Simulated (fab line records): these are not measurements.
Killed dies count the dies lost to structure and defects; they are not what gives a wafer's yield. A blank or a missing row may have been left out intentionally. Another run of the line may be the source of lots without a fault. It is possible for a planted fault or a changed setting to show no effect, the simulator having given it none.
Chamber matching	flow n5_finfet	N5_SD_EPI_P_ETCH_37 on rie_diel-01 has 4 sister chambers
The step etches SOC in N2/H2, overetch 108 nm, time 486 s. 16 wafers are shown with their chamber, then 8 later ones without.

## WAFERS PAIRED WITH THEIR CHAMBERS
wafer	chamber	showerhead_plenum_p_Torr (Torr)	throttle_valve_pct (%)	oes_product_au (a.u.)
L076.1	0	2.65	23.7	0.68
L076.3	3	2.51	23.7	0.63
L076.5	1	2.51	23.9	0.64
L077.1	1	2.51	23.8	0.63
L077.3	0	2.65	23.7	0.68
L077.6	0	2.65	23.7	0.67
L079.1	1	2.51	23.8	0.63
L079.3	0	2.65	23.7	0.68
L079.6	2	2.60	24.7	0.81
L082.1	1	2.51	23.9	0.63
L082.2	0	2.65	23.7	0.67
L082.3	3	2.51	23.7	0.63
L084.2	3	2.50	23.7	0.63
L084.3	2	2.60	24.7	0.80
L084.5	1	2.51	23.9	0.62
L087.1	2	2.60	24.7	0.78

SIGNATURES (averages over the wafers above)
reading	chamber 0	chamber 1	chamber 2	chamber 3	scatter within a chamber
showerhead_plenum_p_Torr	2.6500	2.5100	2.6000	2.5067	0.00236
throttle_valve_pct	23.700	23.860	24.700	23.700	0.0316
oes_product_au	0.6760	0.6300	0.7967	0.6300	0.0081
Rule: for a wafer and a chamber, the distance is found by dividing, reading by reading, the gap between the wafer's reading and the chamber's mean by the reading's scatter, squaring, summing and taking the root. If the next closest chamber is less than 2 further off than the closest, the wafer can't be placed; otherwise it belongs to the closest. How the scatter is found: for the shown wafers, subtract from each reading the mean of its chamber, square and add these, divide the total by (wafers less chambers), then take the root.

## WAFERS WITH NO CHAMBER GIVEN
wafer	showerhead_plenum_p_Torr (Torr)	throttle_valve_pct (%)	oes_product_au (a.u.)
L087.3	2.50	23.9	0.63
L087.6	2.60	24.7	0.79
L088.1	2.60	24.7	0.79
L088.3	2.50	23.9	0.61
L088.5	2.60	24.7	0.78
L091.2	2.64	23.8	0.66
L091.3	2.59	24.7	0.77
L091.4	2.50	23.9	0.62

## WHICH CHAMBER EACH WENT THROUGH
wafer	from the rows above	in truth
L087.3	1	1
L087.6	2	2
L088.1	2	2
L088.3	1	1
L088.5	2	2
L091.2	0	0
L091.3	2	2
L091.4	1	1
Correctly placed: 8 of 8. Not placeable from these rows: 0. Number placed wrongly: 0.
